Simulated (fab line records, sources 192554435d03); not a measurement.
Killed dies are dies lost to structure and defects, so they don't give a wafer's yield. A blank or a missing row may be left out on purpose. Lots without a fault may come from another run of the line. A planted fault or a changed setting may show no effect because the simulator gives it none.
Chamber matching | flow n5_finfet | N5_BEOL_M15_DESCUM_33 on rie_diel-02: 4 sister chambers
The step chemistry O2, time 7.9 s. 4 wafers are shown with their chamber, then 8 later ones without.

WAFERS WITH THEIR CHAMBER
wafer  | chamber | showerhead_plenum_p_Torr (Torr)
L080.3 | 1       | 2.11
L088.2 | 2       | 2.04
L088.6 | 0       | 2.15
L094.1 | 3       | 2.01

WAFERS WITHOUT THEIR CHAMBER
wafer  | showerhead_plenum_p_Torr (Torr)
L094.2 | 2.04
L094.3 | 2.10
L094.4 | 2.10
L094.5 | 2.03
L094.6 | 2.01
L097.3 | 2.01
L097.5 | 2.01
L097.6 | 2.03

WHICH CHAMBER EACH WENT THROUGH
wafer  | from the rows above     | in truth
L094.2 | 2                       | 2
L094.3 | 1                       | 1
L094.4 | 1                       | 1
L094.5 | can't be placed: 2 or 3 | 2
L094.6 | 3                       | 3
L097.3 | 3                       | 3
L097.5 | 3                       | 3
L097.6 | can't be placed: 2 or 3 | 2
Placed correctly: 6 of 8. Can't be placed from these rows: 2 (the true chamber is among the candidates in 2). Placed wrongly: 0.
How it was worked out, from the rows above alone: a wafer's distance from a chamber is the root of the sum, over the readings, of the square of ((its reading less the chamber's mean) divided by the reading's scatter). The wafer belongs to the nearest chamber; if the next one is less than 2 further off, it can't be placed. A chamber's mean is the mean of its shown wafers. The scatter: with one shown wafer a chamber, the root of the mean of the squares of how far each hidden wafer lies from its nearest shown one.
